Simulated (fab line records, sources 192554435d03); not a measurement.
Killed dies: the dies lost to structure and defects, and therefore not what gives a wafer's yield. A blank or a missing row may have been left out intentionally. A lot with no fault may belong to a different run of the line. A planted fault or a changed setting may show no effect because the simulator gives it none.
Matching of chambers :: flow n5-finfet :: ald-sin-04 running N5_FIN_SAQP_ALD_61: 4 sister chambers
The step deposits SiO2, target thk 4 nm, pulse time 1 s, purge time 2 s. 4 wafers are shown with their chamber, then 9 later ones without.

## WAFERS WITH THEIR CHAMBER
wafer: L086.5
chamber: 2
heater-power-w (W): 516

wafer: L089.1
chamber: 1
heater-power-w (W): 488

wafer: L089.5
chamber: 3
heater-power-w (W): 545

wafer: L089.6
chamber: 0
heater-power-w (W): 509

## WAFERS WHOSE CHAMBER IS MISSING
wafer: L091.2
heater-power-w (W): 512

wafer: L091.3
heater-power-w (W): 502

wafer: L091.6
heater-power-w (W): 552

wafer: L092.1
heater-power-w (W): 495

wafer: L092.2
heater-power-w (W): 514

wafer: L092.3
heater-power-w (W): 547

wafer: L097.3
heater-power-w (W): 518

wafer: L097.4
heater-power-w (W): 546

wafer: L097.5
heater-power-w (W): 478

## WHICH CHAMBER EACH ONE RAN IN
wafer: L091.2
from the rows above: can't be placed: 0 or 2
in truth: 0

wafer: L091.3
from the rows above: can't be placed: 0 or 1 or 2
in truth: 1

wafer: L091.6
from the rows above: 3
in truth: 3

wafer: L092.1
from the rows above: can't be placed: 1 or 0
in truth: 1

wafer: L092.2
from the rows above: can't be placed: 2 or 0
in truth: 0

wafer: L092.3
from the rows above: 3
in truth: 3

wafer: L097.3
from the rows above: can't be placed: 2 or 0
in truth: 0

wafer: L097.4
from the rows above: 3
in truth: 3

wafer: L097.5
from the rows above: 1
in truth: 1
4 of 9 placed correctly. Not placeable from these rows: 5 (in 5, the candidates include the true chamber). Wrongly placed: 0.
How it was worked out, from the rows above alone: a wafer's distance from a chamber is the root of the sum, over the readings, of the square of ((its reading less the chamber's mean) divided by the reading's scatter). If the next closest chamber is less than 2 further off than the closest, the wafer can't be placed; otherwise it belongs to the closest. For every chamber, the mean is computed from those of its wafers that are shown. The scatter: with one shown wafer a chamber, the root of the mean of the squares of how far each hidden wafer lies from its nearest shown one.
